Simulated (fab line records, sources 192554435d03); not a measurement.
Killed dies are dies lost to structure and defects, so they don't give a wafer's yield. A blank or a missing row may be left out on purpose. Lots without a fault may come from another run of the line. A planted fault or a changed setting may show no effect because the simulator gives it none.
Chamber matching | flow n5_finfet | N5_BEOL_M14_STRIP_37 on rie_diel-01: 4 sister chambers
The step strips in O2. 20 wafers are shown with their chamber, then 10 later ones without.

WAFERS WITH THEIR CHAMBER
wafer  | chamber | showerhead_plenum_p_Torr (Torr) | drypump_motor_current_A (A) | throttle_valve_pct (%)
L078.1 | 0       | 2.03                            | 5.4                         | 16.93
L078.4 | 2       | 2.16                            | 5.9                         | 16.96
L078.5 | 2       | 2.17                            | 5.8                         | 16.94
L075.3 | 0       | 2.03                            | 5.4                         | 16.93
L075.5 | 1       | 2.10                            | 5.5                         | 16.38
L075.6 | 0       | 2.03                            | 5.5                         | 16.89
L077.1 | 2       | 2.16                            | 5.8                         | 16.94
L077.5 | 1       | 2.10                            | 5.5                         | 16.43
L077.6 | 2       | 2.16                            | 5.8                         | 16.94
L080.1 | 1       | 2.10                            | 5.5                         | 16.40
L080.2 | 2       | 2.16                            | 5.9                         | 16.97
L080.5 | 1       | 2.10                            | 5.5                         | 16.46
L081.1 | 1       | 2.10                            | 5.5                         | 16.40
L081.2 | 0       | 2.03                            | 5.4                         | 16.96
L081.5 | 2       | 2.16                            | 5.8                         | 16.99
L082.2 | 1       | 2.10                            | 5.5                         | 16.45
L082.4 | 2       | 2.16                            | 5.8                         | 16.98
L082.5 | 3       | 2.03                            | 6.1                         | 16.24
L092.1 | 1       | 2.09                            | 5.5                         | 16.42
L092.4 | 2       | 2.16                            | 5.9                         | 16.53

SIGNATURES (means of the wafers above)
reading                  | chamber 0 | chamber 1 | chamber 2 | chamber 3 | scatter within a chamber
showerhead_plenum_p_Torr | 2.0300    | 2.0986    | 2.1612    | 2.0300    | 0.00329
drypump_motor_current_A  | 5.425     | 5.500     | 5.838     | 6.100     | 0.0405
throttle_valve_pct       | 16.9275   | 16.4200   | 16.9062   | 16.2400   | 0.104
Rule: a wafer's distance from a chamber is the root of the sum, over the readings, of the square of ((its reading less the chamber's mean) divided by the reading's scatter). The wafer belongs to the nearest chamber; if the next one is less than 2 further off, it can't be placed. The scatter: the root of (the sum of the squares of (reading less its chamber's mean) over the shown wafers, divided by (wafers less chambers)).

WAFERS WITHOUT THEIR CHAMBER
wafer  | showerhead_plenum_p_Torr (Torr) | drypump_motor_current_A (A) | throttle_valve_pct (%)
L092.5 | 2.02                            | 5.4                         | 16.97
L093.1 | 2.15                            | 5.9                         | 16.52
L093.4 | 2.02                            | 5.5                         | 17.00
L093.6 | 2.02                            | 6.1                         | 16.28
L095.3 | 2.09                            | 5.5                         | 16.48
L095.5 | 2.09                            | 5.5                         | 16.48
L095.6 | 2.02                            | 5.5                         | 16.99
L097.2 | 2.02                            | 6.1                         | 16.29
L097.4 | 2.01                            | 5.4                         | 17.00
L097.6 | 2.09                            | 5.5                         | 16.50

WHICH CHAMBER EACH WENT THROUGH
wafer  | from the rows above | in truth
L092.5 | 0                   | 0
L093.1 | 2                   | 2
L093.4 | 0                   | 0
L093.6 | 3                   | 3
L095.3 | 1                   | 1
L095.5 | 1                   | 1
L095.6 | 0                   | 0
L097.2 | 3                   | 3
L097.4 | 0                   | 0
L097.6 | 1                   | 1
Placed correctly: 10 of 10. Can't be placed from these rows: 0. Placed wrongly: 0.
